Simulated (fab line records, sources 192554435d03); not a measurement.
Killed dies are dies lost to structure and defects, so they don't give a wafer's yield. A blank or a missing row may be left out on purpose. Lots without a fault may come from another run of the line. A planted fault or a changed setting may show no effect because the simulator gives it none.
Chamber matching | flow n5_finfet | N5_HKMG_FIN_STRIP_57 on rie_diel-04: 4 sister chambers
The step strips in CF4. 20 wafers are shown with their chamber, then 10 later ones without.

WAFERS WITH THEIR CHAMBER
wafer  | chamber | drypump_motor_current_A (A) | throttle_valve_pct (%) | oes_product_au (a.u.)
L074.3 | 3       | 5.7                         | 13.70                  | 0.71
L074.4 | 2       | 5.7                         | 13.40                  | 0.82
L074.5 | 3       | 5.6                         | 13.69                  | 0.71
L079.2 | 1       | 6.3                         | 13.35                  | 0.95
L079.3 | 0       | 5.1                         | 13.91                  | 0.70
L079.4 | 2       | 5.7                         | 13.42                  | 0.81
L081.1 | 2       | 5.7                         | 13.44                  | 0.80
L081.2 | 3       | 5.6                         | 13.71                  | 0.70
L081.6 | 1       | 6.3                         | 13.34                  | 0.92
L082.1 | 1       | 6.3                         | 13.35                  | 0.93
L082.3 | 0       | 5.1                         | 13.93                  | 0.70
L082.6 | 1       | 6.3                         | 13.35                  | 0.92
L083.1 | 2       | 5.7                         | 13.45                  | 0.80
L083.2 | 3       | 5.6                         | 13.72                  | 0.70
L083.3 | 0       | 5.1                         | 13.96                  | 0.70
L083.4 | 1       | 6.3                         | 13.36                  | 0.92
L083.5 | 3       | 5.6                         | 13.72                  | 0.70
L083.6 | 2       | 5.7                         | 13.45                  | 0.81
L086.3 | 3       | 5.7                         | 13.75                  | 0.69
L086.5 | 0       | 5.1                         | 13.94                  | 0.69

SIGNATURES (means of the wafers above)
reading                 | chamber 0 | chamber 1 | chamber 2 | chamber 3 | scatter within a chamber
drypump_motor_current_A | 5.100     | 6.300     | 5.700     | 5.633     | 0.0289
throttle_valve_pct      | 13.9350   | 13.3500   | 13.4320   | 13.7150   | 0.0186
oes_product_au          | 0.6975    | 0.9280    | 0.8080    | 0.7017    | 0.00908
Rule: a wafer's distance from a chamber is the root of the sum, over the readings, of the square of ((its reading less the chamber's mean) divided by the reading's scatter). The wafer belongs to the nearest chamber; if the next one is less than 2 further off, it can't be placed. The scatter: the root of (the sum of the squares of (reading less its chamber's mean) over the shown wafers, divided by (wafers less chambers)).

WAFERS WITHOUT THEIR CHAMBER
wafer  | drypump_motor_current_A (A) | throttle_valve_pct (%) | oes_product_au (a.u.)
L086.6 | 5.6                         | 13.74                  | 0.70
L088.1 | 6.3                         | 13.37                  | 0.90
L088.5 | 5.2                         | 13.96                  | 0.68
L088.6 | 5.6                         | 13.75                  | 0.69
L090.2 | 5.7                         | 13.77                  | 0.68
L090.3 | 6.3                         | 13.39                  | 0.90
L090.6 | 6.3                         | 13.39                  | 0.89
L093.1 | 6.2                         | 13.40                  | 0.88
L093.3 | 5.1                         | 13.98                  | 0.68
L093.6 | 5.6                         | 13.79                  | 0.68

WHICH CHAMBER EACH WENT THROUGH
wafer  | from the rows above | in truth
L086.6 | 3                   | 3
L088.1 | 1                   | 1
L088.5 | 0                   | 0
L088.6 | 3                   | 3
L090.2 | 3                   | 3
L090.3 | 1                   | 1
L090.6 | 1                   | 1
L093.1 | 1                   | 1
L093.3 | 0                   | 0
L093.6 | 3                   | 3
Placed correctly: 10 of 10. Can't be placed from these rows: 0. Placed wrongly: 0.
